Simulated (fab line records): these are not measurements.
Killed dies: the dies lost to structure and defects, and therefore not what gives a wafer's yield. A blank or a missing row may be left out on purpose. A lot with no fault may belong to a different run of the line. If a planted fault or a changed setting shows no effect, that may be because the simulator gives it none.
Chamber matching -- flow n5Finfet -- rieDiel-02 running N5_BEOL_M0_SAQP_STRIP_86: 4 sister chambers
The step strips in N2/H2. 4 wafers are shown with their chamber, then 12 later ones without.

EACH WAFER AND ITS CHAMBER
wafer,chamber,showerheadPlenumPTorr (Torr)
L088.1,2,3.22
L090.2,0,3.24
L090.3,1,3.34
L090.6,3,3.55

WAFERS WHOSE CHAMBER IS MISSING
wafer,showerheadPlenumPTorr (Torr)
L092.1,3.54
L092.2,3.24
L092.3,3.34
L092.4,3.22
L092.5,3.54
L092.6,3.23
L094.1,3.23
L094.2,3.22
L094.3,3.54
L094.4,3.23
L094.5,3.22
L094.6,3.54

WHICH CHAMBER EACH ONE RAN IN
wafer,from the rows above,in truth
L092.1,3,3
L092.2,0,0
L092.3,1,1
L092.4,2,2
L092.5,3,3
L092.6,can't be placed: 2 or 0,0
L094.1,can't be placed: 2 or 0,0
L094.2,2,2
L094.3,3,3
L094.4,can't be placed: 2 or 0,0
L094.5,2,2
L094.6,3,3
Correctly placed: 9 of 12. Cannot be placed on the basis of these rows: 3; the candidates contain the true chamber in 3. Number placed wrongly: 0.
How it was worked out, from the rows above alone: a wafer's distance from a chamber is the root of the sum, over the readings, of the square of ((its reading less the chamber's mean) divided by the reading's scatter). If the next closest chamber is less than 2 further off than the closest, the wafer can't be placed; otherwise it belongs to the closest. Each chamber's mean is taken over the wafers shown for it. The scatter: root of mean squared gap, hidden wafer to nearest shown wafer, with one shown wafer a chamber.
